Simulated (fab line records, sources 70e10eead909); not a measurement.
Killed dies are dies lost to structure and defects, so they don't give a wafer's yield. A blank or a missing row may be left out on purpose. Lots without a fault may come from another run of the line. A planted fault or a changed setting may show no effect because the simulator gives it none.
fab line records | flow nand_harc | part 2 of 2: steps 25 to 32 of 32
record lots=5 wafers=15 last_day=33
route steps=1302 shown A_STAIRCASE@808
lots that met no fault: from a run of the same line without faults
start_h: hours from the record's first day to the start of the lot's first wafer shown | wait_h: hours since the lot's step before | " the same as in the row above | L1.1+2: a row that stands for several wafers | - no value, or no start given | * or withheld: withheld | < > ~ a bound
route shown NAME@n: a module of which the file shows steps, and the number in the route of the first | usual: mean/standard deviation of fault-free wafers | same: alike in all rows | chamber/n: place in a boat | sites: the reading at each site | _std_site: their standard deviation | _edge_site: outer sites' mean less inner sites' | radius_mm: how far each site lies from the wafer's centre | mask NAME#n: copy n | behind: the tool/chamber that last shaped the wafer | hold: why the lot was held/for how many hours/how that ended | device: the transistor (n, p or np) that didn't switch | end of line: the same wafers' tests at the end of the route | a step without rows: its recipe alone | killed: dies lost to structure and defects at the first sort, not the wafer's yield | map: a wafer's dies, x killed, . not, _ none there
set.NAME: the setting as run; set.NAME@STEP: as run at that earlier step | model.NAME: the simulator's own value behind a step, which no gauge read
lots at some steps of the route; a table a step, a row a wafer
services: from which hour (start_h, from the record's first day; less than 0 if before it) a tool's chamber was out of use, for how many hours, and why
## steps
# step NHARC_A_STAIRCASE_ETCH_453
# recipe target_depth_a=300 overetch_a=30 time_s=16.5 ion_energy_ev=100 cf4_flow_sccm=80 o2_flow_sccm=20 ar_flow_sccm=0 rf_w=300 bias_w=100 chemistry=CF4/O2
# usual cf4_flow_sccm=80.03/0.25 drypump_motor_current_A=5.6/0.44 oes_product_au=1.004/0.009 rf_vpp_V=197.3/1.4 showerhead_plenum_p_Torr=1.31/0.055 throttle_valve_pct=13.397/0.0098
# columns lot.wafer tool chamber start_h wait_h cf4_flow_sccm drypump_motor_current_A oes_product_au rf_hours_counter_h rf_vpp_V showerhead_plenum_p_Torr throttle_valve_pct
L076.4 rie_diel-01 0 - - 79.89 4.9 1.023 9 197.3 1.27 13.388
L076.1 " 3 " " 80.26 5.9 1.002 7 196.4 1.29 13.404
L076.6 " 0 " " 80.32 4.9 1.020 - 195.4 1.27 13.406
L078.1 rie_diel-04 2 - - 79.78 6.1 0.991 37 197.6 1.29 13.417
L078.4 " 3 " " 79.99 5.4 1.010 37 199.3 1.36 13.400
L078.5 " 1 " " 79.53 5.5 1.006 - 197.9 1.30 13.406
L086.3 rie_diel-04 2 - - 80.22 6.1 0.987 67 197.0 1.28 13.394
L086.1 " 0 " " 80.01 5.1 1.017 69 199.6 1.41 13.403
L086.6 " 2 " " 79.91 6.1 0.994 - 196.9 1.28 13.392
L091.1 rie_diel-04 2 - - 80.04 6.2 0.994 10 196.2 1.28 13.379
L091.3 " 3 " " 80.07 5.5 1.001 12 197.8 1.35 13.386
L091.4 " 0 " " 80.21 5.1 1.009 12 199.8 1.40 13.382
L097.1 rie_diel-08 0 - - 80.26 5.3 1.004 25 196.3 1.24 13.406
L097.3 " 1 " " 79.77 5.8 1.000 26 197.4 1.33 13.396
L097.5 " 1 " " 79.79 5.8 0.994 - 197.4 1.33 13.406
# step NHARC_A_STAIRCASE_ETCH_315
# recipe target_depth_a=25000 time_s=607.1 ion_energy_ev=800 c4f8_flow_sccm=80 o2_flow_sccm=60 ar_flow_sccm=withheld rf_w=600 bias_w=3000 chemistry=C4F8/O2/Ar
# usual oes_product_au=0.934/0.01 rf_vpp_V=1822/10
# columns lot.wafer tool chamber start_h wait_h oes_product_au rf_hours_counter_h rf_vpp_V
L076.1 rie_diel-01 1 - - 0.940 10 1818
L076.4 " 2 " " 0.930 9 1810
L076.6 " 1 " " 0.940 - 1818
L078.4 rie_diel-04 0 - - 0.945 39 1841
L078.1 " 2 " " 0.915 37 1819
L078.5 " 1 " " 0.938 - 1821
L086.1 rie_diel-04 2 - - 0.914 67 1816
L086.3 " 1 " " 0.938 69 1819
L086.6 " 2 " " 0.919 - 1815
L091.4 rie_diel-04 1 - - 0.942 11 1818
L091.3 " 3 " " 0.938 12 1831
L091.1 " 0 " " 0.946 12 1840
L097.3 rie_diel-08 2 - - 0.962 3 1821
L097.1 " 3 " " 0.936 16 1820
L097.5 " 3 " " 0.932 - 1820
# step NHARC_A_STAIRCASE_STRIP_316
# recipe o2_flow_sccm=500 ar_flow_sccm=0 bias_w=0 chemistry=O2
# usual drypump_motor_current_A=5.5/0.44 oes_product_au=1.004/0.011 rf_vpp_V=57.6/0.96 showerhead_plenum_p_Torr=3.46/0.14 throttle_valve_pct=17.036/0.01
# columns lot.wafer tool chamber start_h wait_h drypump_motor_current_A oes_product_au rf_hours_counter_h rf_vpp_V showerhead_plenum_p_Torr throttle_valve_pct
L076.1 rie_diel-01 2 - - 5.2 1.008 10 57.3 3.30 17.057
L076.4 " 0 " " 4.9 1.025 9 56.8 3.37 17.042
L076.6 " 2 " " 5.2 0.995 - 58.1 3.30 17.032
L078.4 rie_diel-04 2 - - 6.1 0.989 37 55.8 3.41 17.053
L078.1 " 3 " " 5.5 1.013 38 58.6 3.59 17.041
L078.5 " 3 " " 5.5 1.007 - 57.9 3.59 17.024
L086.3 rie_diel-04 1 - - 5.5 1.021 69 57.5 3.43 17.054
L086.1 " 2 " " 6.1 0.997 67 56.7 3.39 17.023
L086.6 " 1 " " 5.5 1.015 - 58.3 3.43 17.020
L091.3 rie_diel-04 0 - - 5.1 1.026 13 56.9 3.70 17.022
L091.1 " 1 " " 5.5 1.024 11 56.3 3.42 17.050
L091.4 " 2 " " 6.2 1.004 11 57.4 3.38 17.044
L097.1 rie_diel-08 2 - - 5.9 1.009 3 57.3 3.43 17.026
L097.3 " 0 " " 5.3 1.014 26 58.5 3.28 17.035
L097.5 " 2 " " 5.9 1.011 - 56.8 3.43 17.019
# step NHARC_A_STAIRCASE_STRIP_317
# recipe time_s=900 temp_c=130 chemistry=SPM
# columns lot.wafer tool chamber start_h wait_h
L076.4+6+1 wet_bench-05 0,2,5 420.93 -
L078.1+5+4 wet_bench-02 1,3,6 447.85 -
L086.6+3+1 wet_bench-02 3,4,0 527.72 -
L091.3+4+1 wet_bench-02 5,6,1 573.47 -
L097.5+3+1 wet_bench-03 0,1,2 616.87 -
# step NHARC_A_STAIRCASE_PRECLEAN_318
# recipe time_s=* temp_c=50 bath_age_min=0 chemistry=SC1
# usual h2o2_flow_mL_min=56.63/0.17
# columns lot.wafer tool chamber start_h wait_h h2o2_flow_mL_min
L076.4 wet_bench-05 0 - - 56.66
L076.6 " 2 " " 56.87
L076.1 " 5 " " 56.60
L078.1 wet_bench-02 1 - - 56.77
L078.5 " 3 " " 56.93
L078.4 " 6 " " 56.63
L086.6 wet_bench-02 3 - - 56.80
L086.3 " 4 " " 56.55
L086.1 " 0 " " 56.67
L091.3 wet_bench-02 5 - - 56.30
L091.4 " 6 " " 56.72
L091.1 " 1 " " 56.89
L097.5 wet_bench-03 0 - - 56.57
L097.3 " 1 " " 56.83
L097.1 " 2 " " 56.67
# step NHARC_A_STAIRCASE_SRD_329
# columns lot.wafer tool chamber start_h wait_h
L076.4+6+1 wet_bench-05 0,2,5 - -
L078.1+5+4 wet_bench-02 1,3,6 - -
L086.6+3+1 wet_bench-02 3,4,0 - -
L091.3+4+1 wet_bench-02 5,6,1 - -
L097.5+3+1 wet_bench-03 0,1,2 - -
# step NHARC_A_STAIRCASE_ALD_415
# recipe target_thk_a=300 pulse_time_s=6 ald_cycles=300 temp_c=300 material=SiO2
# usual heater_power_w=490/65 precursor_pulse_height_rel=0.999/0.018
# columns lot.wafer tool chamber start_h wait_h heater_power_w precursor_pulse_height_rel
L076.1 ald_hk-04 1 421.69 0.3 458 0.993
L076.4 " 3 " " 550 1.014
L076.6 " 1 " " 454 1.002
L078.4 ald_hk-01 2 448.62 0.3 449 1.029
L078.1 " 0 " " 429 0.988
L078.5 " 1 " " 416 0.968
L086.3 ald_hk-04 0 528.24 0.1 572 0.988
L086.1 " 2 " " 576 0.974
L086.6 " 1 " " 458 1.008
L091.3 ald_hk-01 3 573.99 0.1 510 0.986
L091.4 " 1 " " 389 0.977
L091.1 " 2 " " 433 1.000
L097.3 ald_hk-01 0 617.37 0.1 432 1.019
L097.1 " 1 " " 415 1.006
L097.5 " 1 " " 414 0.974
# step NHARC_A_STAIRCASE_ETCHBACK_416
# recipe target_depth_a=360 time_s=7.2 c4f8_flow_sccm=withheld o2_flow_sccm=8 ar_flow_sccm=withheld rf_w=600 bias_w=800 chemistry=C4F8/O2/Ar
# usual oes_product_au=0.94/0.031 rf_vpp_V=721/3.5
# columns lot.wafer tool chamber start_h wait_h oes_product_au rf_hours_counter_h rf_vpp_V
L076.4 rie_diel-08 1 - - 0.93 17 723
L076.1 " 3 " " 0.92 13 722
L076.6 " 1 " " 0.92 - 725
L078.1 rie_diel-01 1 - - 0.94 20 718
L078.4 " 3 " " 0.92 20 720
L078.5 " 2 " " 0.92 - 716
L086.1 rie_diel-08 2 - - 0.92 53 720
L086.3 " 3 " " 0.92 54 721
L086.6 " 0 " " 0.93 - 718
L091.1 rie_diel-08 1 - - 0.99 10 722
L091.3 " 0 " " 1.00 10 717
L091.4 " 1 " " 0.99 - 723
L097.1 rie_diel-04 0 - - 0.93 28 728
L097.3 " 1 " " 0.93 27 719
L097.5 " 0 " " 0.92 - 727
## services
# columns tool chamber start_h hours kind
litho_track-02 - 402.00 7.0 pm
pecvd-03 2 408.63 6.7 repair
rie_diel-01 3 415.92 2.4 repair
wet_bench-02 - 420.00 8.0 pm
wet_bench-05 - 436.80 8.0 pm
ald_hk-01 - 446.48 0.7 repair
litho_track-03 - 450.00 7.0 pm
litho_track-05 - 474.00 7.0 pm
ald_hk-01 - 476.66 10.0 pm
acl_dep-03 - 483.58 13.0 pm
krf_scanner-01 - 484.00 4.0 pm
pecvd-03 - 497.69 1.1 repair
wet_bench-02 - 530.56 1.0 repair
rie_diel-04 - 532.03 9.0 pm
rie_diel-08 3 538.83 31.0 repair
rie_diel-08 - 545.11 9.0 pm
rie_diel-04 - 557.25 0.3 repair
rie_diel-01 - 557.91 9.0 pm
rie_diel-08 2 560.10 45.4 repair
wet_bench-03 - 562.40 8.0 pm
litho_track-02 - 577.00 7.0 pm
rie_diel-01 2 588.88 10.9 repair
wet_bench-02 - 596.00 8.0 pm
rie_diel-04 2 613.68 4.1 repair
